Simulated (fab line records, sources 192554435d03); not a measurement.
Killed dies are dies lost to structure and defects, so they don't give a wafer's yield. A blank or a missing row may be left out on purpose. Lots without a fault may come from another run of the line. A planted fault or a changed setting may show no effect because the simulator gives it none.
Chamber matching | flow n5_finfet | N5_BEOL_M10_CURE_72 on uv_cure-03: 3 sister chambers
The step cures SiCOH lowk, time 120 s. 18 wafers are shown with their chamber, then 9 later ones without.

WAFERS WITH THEIR CHAMBER
wafer  | chamber | wafer_temp_C_max | lamp_power_pct (%)
L074.1 | 0       | 371.6            | 52.33
L074.3 | 0       | 371.6            | 52.39
L074.6 | 0       | 371.1            | 52.38
L077.2 | 1       | 372.7            | 52.26
L077.3 | 1       | 372.1            | 52.32
L077.5 | 1       | 371.8            | 52.28
L081.3 | 2       | 371.4            | 52.22
L081.5 | 2       | 371.3            | 52.38
L081.6 | 2       | 371.7            | 52.30
L078.1 | 0       | 371.4            | 52.25
L078.2 | 0       | 371.5            | 52.23
L078.5 | 0       | 371.7            | 52.23
L082.1 | 1       | 372.2            | 52.26
L082.2 | 1       | 372.4            | 52.30
L082.5 | 1       | 373.4            | 52.34
L086.1 | 1       | 372.2            | 52.23
L086.2 | 1       | 372.6            | 52.29
L086.4 | 1       | 373.0            | 52.37

SIGNATURES (means of the wafers above)
reading          | chamber 0 | chamber 1 | chamber 2 | scatter within a chamber
wafer_temp_C_max | 371.483   | 372.489   | 371.467   | 0.388
lamp_power_pct   | 52.3017   | 52.2944   | 52.3000   | 0.0609
Rule: a wafer's distance from a chamber is the root of the sum, over the readings, of the square of ((its reading less the chamber's mean) divided by the reading's scatter). The wafer belongs to the nearest chamber; if the next one is less than 2 further off, it can't be placed. The scatter: the root of (the sum of the squares of (reading less its chamber's mean) over the shown wafers, divided by (wafers less chambers)).

WAFERS WITHOUT THEIR CHAMBER
wafer  | wafer_temp_C_max | lamp_power_pct (%)
L091.1 | 372.0            | 52.36
L091.2 | 372.7            | 52.38
L091.6 | 373.5            | 52.28
L090.1 | 371.6            | 52.32
L090.3 | 371.3            | 52.30
L090.4 | 370.6            | 52.32
L095.1 | 371.6            | 52.29
L095.2 | 371.9            | 52.29
L095.6 | 371.9            | 52.38

WHICH CHAMBER EACH WENT THROUGH
wafer  | from the rows above          | in truth
L091.1 | can't be placed: 0 or 1 or 2 | 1
L091.2 | can't be placed: 1 or 0 or 2 | 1
L091.6 | 1                            | 1
L090.1 | can't be placed: 0 or 2 or 1 | 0
L090.3 | can't be placed: 2 or 0      | 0
L090.4 | can't be placed: 2 or 0      | 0
L095.1 | can't be placed: 0 or 2 or 1 | 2
L095.2 | can't be placed: 0 or 2 or 1 | 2
L095.6 | can't be placed: 0 or 2 or 1 | 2
Placed correctly: 1 of 9. Can't be placed from these rows: 8 (the true chamber is among the candidates in 8). Placed wrongly: 0.
